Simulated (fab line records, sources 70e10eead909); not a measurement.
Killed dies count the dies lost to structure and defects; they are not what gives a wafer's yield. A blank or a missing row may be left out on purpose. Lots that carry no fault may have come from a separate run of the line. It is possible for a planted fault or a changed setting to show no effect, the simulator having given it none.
Which tool was responsible? | flow nandHarc | Sampling: 24 lots, 72 wafers, 2 of 1302 route steps

## WHAT THE GAUGES READ, wafer by wafer
NHARC_A_CHANNEL_HOLE_D2_OVL_MEAS_11. Usual: overlayXNm -0.2 nm, standard deviation 0.84; overlayYNm -0.1 nm, standard deviation 0.76.
lot  | measured     | on         | overlayXNm (nm) | overlayYNm (nm) | flag
L074 | day 13 02:15 | overlay-01 | 0.1 -0.2 0.4    | -0.6 -0.3 -0.2  | 
L075 | day 13 16:19 | overlay-02 | -1.3 -1.3 -1.3  | -0.8 -1.0 -0.2  | 
L076 | day 14 08:00 | overlay-01 | 0.3 0.4 0.1     | -0.1 0.3 0.9    | 
L077 | day 14 10:59 | overlay-01 | 0.6 0.9 1.2     | 0.9 0.3 1.1     | 
L078 | day 15 01:11 | overlay-01 | 1.3 1.8 0.8     | 0.5 -0.2 -0.1   | 
L080 | day 15 20:35 | overlay-02 | -1.4 -1.3 -0.8  | 1.2 0.8 1.1     | 
L079 | day 15 21:02 | overlay-01 | -0.6 0.3 -0.3   | 1.3 1.5 1.3     | 
L081 | day 16 07:56 | overlay-01 | 0.8 0.3 0.3     | -0.7 -1.1 -1.0  | 
L082 | day 16 15:57 | overlay-01 | 0.1 0.3 0.3     | -0.8 -0.8 -1.3  | 
L083 | day 17 01:17 | overlay-01 | -0.1 -1.3 -0.8  | 0.8 1.0 0.4     | 
L085 | day 17 12:44 | overlay-01 | 0.6 0.2 0.1     | -0.2 -0.5 -0.4  | 
L084 | day 17 12:34 | overlay-02 | -1.3 -1.5 -1.2  | -2.0 -2.2 -1.9  | 
L086 | day 18 07:15 | overlay-02 | -1.7 -1.6 -1.8  | -0.2 -0.2 -0.2  | 
L087 | day 18 07:06 | overlay-01 | 0.3 -0.2 -0.2   | -0.7 -0.9 -0.7  | 
L088 | day 19 06:01 | overlay-01 | -1.3 -1.3 -0.9  | -1.3 -0.4 -0.6  | 
L090 | day 19 21:28 | overlay-02 | -1.3 -0.6 -1.4  | 0.6 0.4 0.0     | 
L089 | day 19 21:17 | overlay-02 | -1.2 -1.2 -1.0  | 0.2 -0.1 0.0    | 
L091 | day 20 15:11 | overlay-01 | 1.0 0.7 1.0     | 1.0 0.5 0.6     | 
L092 | day 20 15:59 | overlay-02 | 0.5 0.4 0.6     | 0.6 0.5 -0.2    | 
L093 | day 21 01:13 | overlay-01 | -0.6 0.1 -0.1   | -0.2 0.5 0.6    | 
L094 | day 22 10:39 | overlay-01 | 0.7 1.2 0.4     | 0.3 0.8 -0.1    | 
L095 | day 22 11:11 | overlay-01 | -0.3 -0.2 0.8   | -1.0 -0.5 -1.3  | 
L096 | day 22 15:56 | overlay-02 | -0.4 -0.6 -0.7  | 0.0 0.3 -1.0    | 
L097 | day 23 07:43 | overlay-01 | 0.4 0.2 0.1     | 0.1 0.7 -0.5    | 

## WHAT TOOL EACH LOT RAN ON (gives the tool, then ch and the chambers of the sampled wafers, and finally the start)
lot  | NHARC_A_CHANNEL_HOLE_D2_DEP_00
L074 | aclDep-01 ch 0, day 12 23:50
L075 | aclDep-01 ch 0, day 13 14:04
L076 | aclDep-02 ch 0, day 14 05:04
L077 | aclDep-01 ch 0, day 14 08:43
L078 | aclDep-01 ch 0, day 14 22:45
L080 | aclDep-03 ch 0, day 15 18:37
L079 | aclDep-02 ch 0, day 15 18:38
L081 | aclDep-03 ch 0, day 16 05:20
L082 | aclDep-03 ch 0, day 16 13:33
L083 | aclDep-02 ch 0, day 16 22:34
L085 | aclDep-01 ch 0, day 17 10:18
L084 | aclDep-03 ch 0, day 17 10:47
L086 | aclDep-02 ch 0, day 18 04:47
L087 | aclDep-01 ch 0, day 18 04:58
L088 | aclDep-03 ch 0, day 19 04:02
L090 | aclDep-02 ch 0, day 19 18:41
L089 | aclDep-01 ch 0, day 19 18:51
L091 | aclDep-03 ch 0, day 20 12:46
L092 | aclDep-01 ch 0, day 20 13:13
L093 | aclDep-03 ch 0, day 20 22:46
L094 | aclDep-03 ch 0, day 22 07:55
L095 | aclDep-01 ch 0, day 22 08:28
L096 | aclDep-03 ch 0, day 22 13:11
L097 | aclDep-01 ch 0, day 23 05:16
- NHARC_A_CHANNEL_HOLE_D2_DEP_00: deposits aC, target thk 3100 nm.

## WHAT THE TOOLS THEMSELVES READ (means of the sampled wafers that have a number; where no wafer has one, the mark that the record gives instead)
NHARC_A_CHANNEL_HOLE_D2_DEP_00. Usual: throttleValvePct at 35.001 %, with a standard deviation of 0.0097.
lot  | tool      | throttleValvePct (%) | flag
L074 | aclDep-01 | 35.008               | 
L075 | aclDep-01 | 34.996               | 
L076 | aclDep-02 | 34.997               | 
L077 | aclDep-01 | 35.000               | 
L078 | aclDep-01 | 35.002               | 
L080 | aclDep-03 | 34.992               | 
L079 | aclDep-02 | 35.005               | 
L081 | aclDep-03 | 35.000               | 
L082 | aclDep-03 | 35.000               | 
L083 | aclDep-02 | 35.002               | 
L085 | aclDep-01 | 35.012               | 
L084 | aclDep-03 | 35.001               | 
L086 | aclDep-02 | 35.007               | 
L087 | aclDep-01 | 35.004               | 
L088 | aclDep-03 | 34.996               | 
L090 | aclDep-02 | 35.000               | 
L089 | aclDep-01 | 34.997               | 
L091 | aclDep-03 | 34.997               | 
L092 | aclDep-01 | 35.004               | 
L093 | aclDep-03 | 35.003               | 
L094 | aclDep-03 | 35.006               | 
L095 | aclDep-01 | 35.009               | 
L096 | aclDep-03 | 34.995               | 
L097 | aclDep-01 | 35.008               | 

## THE ANSWER, worked out from the rows above alone
Rule: a lot counts as off when the mean over its wafers that have a number is more than 3 standard deviations away from the usual mean. Also off: a lot with no number at a reading for which 4 or more lots have one. All remaining lots with rows at the step are treated as sound. First the gauges in route order, then the tools' own readings, where a lot's mean is used as printed above. At the first step where some lot is off, the reading lying furthest off is the one used; lots without a number count as furthest.
Across all readings shown, no lot is off: no conclusion can be drawn from this.

## WHAT HAD BEEN PUT IN BY THE SIMULATOR
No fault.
